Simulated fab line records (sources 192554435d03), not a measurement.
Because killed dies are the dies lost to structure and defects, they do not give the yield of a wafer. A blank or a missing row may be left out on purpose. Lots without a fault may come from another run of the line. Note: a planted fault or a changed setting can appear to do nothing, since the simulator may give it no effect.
Split-lot experiment	flow n5_finfet	7 lots, 21 wafers read, on a route of 1938 steps

ON THE SPLIT
At N5_BEOL_M9_ETCH_62 (etches SOC in N2/H2, target depth 110 nm, overetch 22 nm, time 165 s), the setting source_w was moved away from the recipe's 840 W on 8 of the 21 wafers read, by -5.8% to +17.1%. This setting was run at the recipe's value on the other wafers.

The split's own step is where the reading is taken.

THE READING
rf_vpp_V, in V, at N5_BEOL_M9_ETCH_62 (etches SOC in N2/H2, target depth 110 nm, overetch 22 nm, time 165 s). On this fab line, fault-free wafers typically give 525.0 V with a standard deviation of 1.7 V.

wafer	tool, chamber at the split	source_w as run, W	against the recipe	rf_vpp_V, V	against lot-mates on the recipe
L074.3	rie_diel-01, 3	840	recipe	523.8	-
L074.4	rie_diel-01, 2	840	recipe	522.1	-
L074.6	rie_diel-01, 2	840	recipe	521.4	-
L082.3	rie_diel-04, 0	840	recipe	528.0	-
L082.4	rie_diel-04, 1	791.3	-5.8%	536.3	+10.7
L082.5	rie_diel-04, 3	840	recipe	523.2	-
L084.2	rie_diel-05, 1	840	recipe	523.5	-
L084.5	rie_diel-05, 0	840	recipe	526.8	-
L084.6	rie_diel-05, 1	840	recipe	525.6	-
L087.2	rie_diel-04, 1	840	recipe	525.0	-
L087.3	rie_diel-04, 2	983.6	+17.1%	497.6	-27.4
L087.4	rie_diel-04, 3	983.6	+17.1%	496.2	-28.8
L089.3	rie_diel-01, 3	926.5	+10.3%	505.1	-16.6
L089.4	rie_diel-01, 2	840	recipe	521.5	-
L089.6	rie_diel-01, 0	840	recipe	521.9	-
L097.4	rie_diel-05, 3	840	recipe	522.9	-
L097.5	rie_diel-05, 0	938.2	+11.7%	506.6	-16.3
L097.6	rie_diel-05, 1	938.2	+11.7%	505.3	-17.6
L096.1	rie_diel-05, 2	892.9	+6.3%	515.2	-9.1
L096.2	rie_diel-05, 1	892.9	+6.3%	513.5	-10.8
L096.6	rie_diel-05, 1	840	recipe	524.3	-

THE FIT
A straight line over all 21 wafers: rf_vpp_V changes by -1.62 V for each +1% of source_w; r = -0.98; the points scatter about the line by 1.9 V.
The same after taking each lot's own level away (the mean of its wafers on the recipe; 21 wafers): -1.61 V for each +1%; r = -0.99; scatter 1.3 V.
According to that fit, moving source_w by its largest amount changes the reading by 27 V.
The lots' own levels span 521.70 to 525.60 V, that is 2.3 times the standard deviation above.
Hence the lot-to-lot level has little effect on the slope; both slopes agree.
Check: with one of the wafers moved furthest among these (+17.1%) left out of the fit, the line predicts -27.2 V for it against its lot-mates. It came out at -27.4 V against them.
Tool readings at the split's step, against how far the setting was moved: rf_vpp_V r = -0.98.

OTHER SPLITS ON THESE WAFERS
Other splits were also applied to these wafers ahead of the reading. Each is held against what the fit with the lots' levels taken away leaves over:
other split on the same wafers	wafers away from the commonest value	r with rf_vpp_V (lot level and that fit taken away)
N5_BEOL_M7_PECVD_70 temp_c	6	+0.38
N5_BEOL_M7_HM_DEP_02 target_thk_a	7	-0.27
N5_BEOL_M8_PECVD_70 temp_c	10	+0.22
N5_BEOL_M8_DEVELOP_10 develop_time_s	6	-0.18

THE FILE'S OWN FIT
rf_vpp_V changes by -1.6 V for each +1% of source_w, r = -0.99.
